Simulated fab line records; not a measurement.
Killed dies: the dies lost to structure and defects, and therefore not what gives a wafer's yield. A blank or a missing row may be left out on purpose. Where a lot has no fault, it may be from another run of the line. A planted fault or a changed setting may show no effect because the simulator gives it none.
Matching of chambers + flow n5-finfet + rie-diel-04 running N5_FIN_CUT_DESCUM_13: 4 sister chambers
The step chemistry O2, time 7 s. 18 wafers are shown with their chamber, then 9 later ones without.

WAFERS PAIRED WITH THEIR CHAMBERS
| wafer  | chamber | drypump-motor-current-A (A) | showerhead-plenum-p-Torr (Torr) | oes-product-au (a.u.) |
|--------|---------|-----------------------------|---------------------------------|-----------------------|
| L078.2 | 0       | 5.9                         | 2.14                            | 0.81                  |
| L078.4 | 0       | 5.9                         | 2.14                            | 0.81                  |
| L078.5 | 1       | 5.3                         | 2.05                            | 0.67                  |
| L081.1 | 1       | 5.4                         | 2.04                            | 0.67                  |
| L081.4 | 1       | 5.4                         | 2.04                            | 0.66                  |
| L081.5 | 0       | 5.9                         | 2.14                            | 0.81                  |
| L083.1 | 1       | 5.3                         | 2.04                            | 0.66                  |
| L083.5 | 2       | 6.4                         | 2.14                            | 0.93                  |
| L083.6 | 1       | 5.4                         | 2.04                            | 0.66                  |
| L084.2 | 1       | 5.4                         | 2.04                            | 0.66                  |
| L084.3 | 0       | 5.9                         | 2.13                            | 0.80                  |
| L084.5 | 1       | 5.3                         | 2.04                            | 0.67                  |
| L087.2 | 2       | 6.4                         | 2.14                            | 0.91                  |
| L087.3 | 3       | 5.7                         | 2.12                            | 0.93                  |
| L087.5 | 0       | 5.9                         | 2.13                            | 0.80                  |
| L091.3 | 3       | 5.7                         | 2.11                            | 0.90                  |
| L091.4 | 3       | 5.7                         | 2.12                            | 0.90                  |
| L091.6 | 0       | 5.9                         | 2.13                            | 0.78                  |

SIGNATURES (means of the wafers above)
| reading                  | chamber 0 | chamber 1 | chamber 2 | chamber 3 | scatter within a chamber |
|--------------------------|-----------|-----------|-----------|-----------|--------------------------|
| drypump-motor-current-A  | 5.900     | 5.357     | 6.400     | 5.700     | 0.035                    |
| showerhead-plenum-p-Torr | 2.1350    | 2.0414    | 2.1400    | 2.1167    | 0.00465                  |
| oes-product-au           | 0.8017    | 0.6643    | 0.9200    | 0.9100    | 0.0109                   |
Rule: distance of a wafer from a chamber = root of the sum over the readings of ((wafer's reading minus chamber's mean) / reading's scatter) squared. The wafer belongs to the nearest chamber; if the next one is less than 2 further off, it can't be placed. The scatter: take each reading less its chamber's mean, square it, sum over the shown wafers, divide by the number of wafers less the number of chambers, and take the root.

WAFERS WITHOUT THEIR CHAMBER
| wafer  | drypump-motor-current-A (A) | showerhead-plenum-p-Torr (Torr) | oes-product-au (a.u.) |
|--------|-----------------------------|---------------------------------|-----------------------|
| L093.3 | 5.7                         | 2.11                            | 0.89                  |
| L093.4 | 5.9                         | 2.13                            | 0.78                  |
| L093.6 | 5.4                         | 2.04                            | 0.99                  |
| L095.2 | 5.3                         | 2.04                            | 0.98                  |
| L095.4 | 5.9                         | 2.13                            | 0.78                  |
| L095.6 | 5.7                         | 2.11                            | 0.88                  |
| L096.1 | 5.3                         | 2.04                            | 0.97                  |
| L096.5 | 5.4                         | 2.04                            | 0.96                  |
| L096.6 | 6.4                         | 2.13                            | 0.88                  |

CHAMBER TAKEN BY EACH
| wafer  | from the rows above | in truth                   |
|--------|---------------------|----------------------------|
| L093.3 | 3                   | 3                          |
| L093.4 | 0                   | 0                          |
| L093.6 | 3                   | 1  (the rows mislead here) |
| L095.2 | 3                   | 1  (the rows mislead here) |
| L095.4 | 0                   | 0                          |
| L095.6 | 3                   | 3                          |
| L096.1 | 3                   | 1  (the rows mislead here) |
| L096.5 | 3                   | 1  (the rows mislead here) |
| L096.6 | 2                   | 2                          |
5 of 9 placed correctly. Not placeable from these rows: 0. Wrongly placed: 4.
